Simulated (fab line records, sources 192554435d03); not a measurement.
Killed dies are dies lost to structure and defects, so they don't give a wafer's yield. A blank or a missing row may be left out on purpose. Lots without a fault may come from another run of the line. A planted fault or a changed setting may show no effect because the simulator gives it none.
One fault seen from 2 desks | flow n5_finfet | each desk has only its own numbers; what lay behind them comes last

THE TOOL OWNER'S DESK: cvd_co-02
The tool's own readings at N5_BEOL_M9_CVD_78 (deposits Co from CCTBA/H2, target thk 2 nm, time 138.9 s): means of the sampled wafers that have a number, for each lot that ran on this tool. A lot is out of limits, marked OUT, if its mean lies more than 4 standard deviations from the usual mean; the brackets give that distance.
Columns: A = run_length_s at N5_BEOL_M9_CVD_78, usual 161.4 s
lot  | first seen here | A
L179 | day 10 02:55    | 161.2
L181 | day 10 08:23    | 161.7
L183 | day 10 22:42    | 161.7
L188 | day 11 19:49    | 161.5
L196 | day 14 10:54    | 182.1 (+40) OUT
This desk's finding: out of limits on L196; first on L196, day 14 10:54 (run_length_s at N5_BEOL_M9_CVD_78). In limits: L179, L181, L183, L188.

THE DEFECT DESK
What the inspections along the route counted, lot by lot: means of the sampled wafers that have a number. A lot is out of limits, marked OUT, if its mean lies more than 4 standard deviations from the usual mean; the brackets give that distance.
Columns: A = raw_defect_count at N5_BEOL_M9_INSPECT_30, usual 397
lot  | first seen here | A
L179 | day 10 00:57    | 384
L181 | day 10 06:27    | 383
L182 | day 10 13:02    | 379
L183 | day 10 20:30    | 426
L188 | day 11 17:28    | 338
L187 | day 11 20:07    | 466
L192 | day 13 00:34    | 362
L193 | day 13 22:07    | 484
L195 | day 14 07:17    | 333
L196 | day 14 09:12    | 466
L201 | day 15 05:49    | 295
L202 | day 15 09:07    | 483
This desk's finding: nothing out of limits on any of the 12 lots.

PUT TOGETHER
The tool owner's desk could have raised an alarm at day 14 10:54, on L196.
The defect desk saw nothing out of limits.
The defect desk has L196 on record, within its limits.
Of the lots named, all ran N5_BEOL_M9_CVD_78 on cvd_co-02.

WHAT THE SIMULATOR HAD PUT IN
Process parameter drift: cvd_co-02, from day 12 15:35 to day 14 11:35, at N5_BEOL_M9_CVD_78. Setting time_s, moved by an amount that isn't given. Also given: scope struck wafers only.
Lots struck among those shown: L196.
Hours from the fault's start to each desk's first reading out of limits: the tool owner's desk, 43.
